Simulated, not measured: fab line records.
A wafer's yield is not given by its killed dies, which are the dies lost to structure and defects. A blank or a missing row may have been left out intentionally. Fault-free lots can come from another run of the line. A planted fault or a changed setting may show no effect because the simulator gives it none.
Matching of chambers ; flow n5_finfet ; rie_diel-01 running N5_BEOL_M4_ETCHBACK_99: 4 sister chambers
The step etches SiO2 in CHF3, target depth 5 nm, time 10.4 s. 20 wafers are shown with their chamber, then 10 later ones without.

## WAFERS, EACH WITH ITS CHAMBER
wafer;chamber;showerhead_plenum_p_Torr (Torr);drypump_motor_current_A (A);oes_product_au (a.u.)
L079.1;1;2.05;5.8;0.71
L079.2;2;2.29;5.0;0.95
L079.6;3;2.23;5.7;0.73
L080.1;1;2.05;5.7;0.71
L080.2;0;2.20;6.5;0.82
L080.4;2;2.29;5.0;0.95
L081.2;0;2.20;6.5;0.82
L081.3;1;2.05;5.8;0.71
L081.6;0;2.20;6.5;0.82
L082.1;0;2.20;6.5;0.82
L082.2;2;2.29;5.1;0.94
L082.6;0;2.20;6.5;0.83
L084.2;2;2.29;5.0;0.93
L084.4;0;2.20;6.5;0.81
L084.5;1;2.05;5.7;0.70
L085.1;0;2.20;6.5;0.80
L085.3;1;2.05;5.7;0.70
L085.5;0;2.20;6.5;0.80
L086.1;1;2.04;5.8;0.71
L086.4;3;2.22;5.7;0.73

SIGNATURES, as means of the wafers listed above
reading;chamber 0;chamber 1;chamber 2;chamber 3;scatter within a chamber
showerhead_plenum_p_Torr;2.2000;2.0483;2.2900;2.2250;0.00289
drypump_motor_current_A;6.500;5.750;5.025;5.700;0.0375
oes_product_au;0.8150;0.7067;0.9425;0.7300;0.00869
Rule: distance of a wafer from a chamber = root of the sum over the readings of ((wafer's reading minus chamber's mean) / reading's scatter) squared. If the next closest chamber is less than 2 further off than the closest, the wafer can't be placed; otherwise it belongs to the closest. The scatter: take each reading less its chamber's mean, square it, sum over the shown wafers, divide by the number of wafers less the number of chambers, and take the root.

## WAFERS WITHOUT THEIR CHAMBER
wafer;showerhead_plenum_p_Torr (Torr);drypump_motor_current_A (A);oes_product_au (a.u.)
L086.5;2.29;5.1;0.92
L089.3;2.22;5.7;0.71
L089.4;2.04;5.8;0.68
L089.6;2.22;5.7;0.71
L093.1;2.21;5.7;0.71
L093.5;2.19;6.5;0.77
L093.6;2.21;5.7;0.71
L094.2;2.19;6.5;0.79
L094.4;2.21;5.7;0.71
L094.6;2.19;6.5;0.78

## WHICH CHAMBER EACH WENT THROUGH
wafer;from the rows above;in truth
L086.5;2;2
L089.3;3;3
L089.4;1;1
L089.6;3;3
L093.1;3;3
L093.5;0;0
L093.6;3;3
L094.2;0;0
L094.4;3;3
L094.6;0;0
Placed correctly: 10 of 10. Left unplaced by these rows: 0. Placed wrongly: 0.
